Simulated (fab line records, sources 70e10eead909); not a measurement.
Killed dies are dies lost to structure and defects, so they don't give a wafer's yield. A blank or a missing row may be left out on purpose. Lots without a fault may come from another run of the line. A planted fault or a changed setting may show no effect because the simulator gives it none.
A struck lot beside a sound one | flow nand_harc | 15 steps out of a route of 1302
Sound: wafers L297.1, L297.4, L297.6. Struck: wafers L305.2, L305.4, L305.6. The cause comes at the end.
At each step with rows: each side's tool, then ch and its chambers, then its first start. Under that, the readings that differ: sound wafers | struck wafers | difference of the means | sigmas: that difference in standard deviations of wafers without a fault.
alike: readings whose means differ by less than 2 such deviations, and words and numbers that are the same on both sides. not compared: withheld readings, readings that some wafer has no value for, bounds like >300 that may hide the same value, and numbers for which the record gives no deviation and whose values overlap.
The two part at a step that has a row with sigmas, a row that says differs or no value, or rows on one side only. Numbers that don't overlap but have no deviation are shown without sigmas and don't part them. A reading that every wafer of one side lacks parts them only if that side has two wafers or more.

first, 4 steps without rows for these wafers: NHARC_A_DECK1_JOINT_CURE_26 (time 32 s); NHARC_A_DECK1_JOINT_ANNEAL_27 (time 3600 s); NHARC_A_DECK1_JOINT_ANNEAL_28 (time 1800 s); NHARC_A_DECK1_JOINT_ANNEAL_29 (time 1800 s).
NHARC_A_DECK1_JOINT_CMP_02: polishes SiOx.
  sound on cmp-03 ch 0,1,3, day 15 16:58; struck on cmp-01 ch 0,2, day 18 19:11
  alike: motor_current_A
then, 1 step without rows for these wafers: NHARC_A_DECK1_JOINT_SRD_15.
NHARC_A_DECK1_JOINT_DEP_16: deposits SiO2, target thk 45 nm.
  sound on pecvd-04 ch 0,1, day 15 17:20; struck on pecvd-04 ch 0,1, day 18 19:37
  alike: flow_sccm, heater_power_w, throttle_valve_pct
NHARC_A_DECK1_JOINT_THK_MEAS_17: measures by ellipsometry.
  sound on film_metro-02, day 15 17:43; struck on film_metro-01, day 18 19:56
  alike: thk_nm
NHARC_A_DECK1_JOINT_INSPECT_05:
  sound on defect_inspect-02, day 15 17:45; struck on defect_inspect-01, day 18 19:58
  alike: raw_defect_count
then, 1 step without rows for these wafers: NHARC_A_ONON_D2_DEP_00 (target thk 1000 nm).
NHARC_A_ONON_D2_THK_MEAS_02: measures by ellipsometry.
  sound on film_metro-01, day 15 18:19; struck on film_metro-01, day 18 20:33
  reading     | sound          | struck      | difference | sigmas
  thk_nm (nm) | 1015 1014 1012 | 988 989 987 | -26        | -3
NHARC_A_ONON_D2_DEP_03: target thk 1000 nm.
  sound on pecvd_onon-02 ch 0, day 15 18:22; struck on pecvd_onon-01 ch 0, day 18 20:40
  alike: n2_flow_sccm
NHARC_A_ONON_D2_THK_MEAS_05: measures by ellipsometry.
  sound on film_metro-01, day 15 18:53; struck on film_metro-02, day 18 21:07
  reading     | sound       | struck         | difference | sigmas
  thk_nm (nm) | 983 981 982 | 1037 1035 1036 | +54        | +6
then, 1 step without rows for these wafers: NHARC_A_ONON_D2_DEP_06 (target thk 1000 nm).
-- the record jumps here: 12 days lie between the struck wafers' starts before and after (it left off in module A_ONON_D2 and takes up again in module END, whose first step shown is number 1302 of the route) --
NHARC_END_SORT_01:
  the record has rows for the struck wafers here (prober-01 ch 0, day 30 11:11) and none for the sound ones

WHERE THEY PART
First at NHARC_A_ONON_D2_THK_MEAS_02; last, within this record, at NHARC_END_SORT_01.

WHY: what the simulator had put in
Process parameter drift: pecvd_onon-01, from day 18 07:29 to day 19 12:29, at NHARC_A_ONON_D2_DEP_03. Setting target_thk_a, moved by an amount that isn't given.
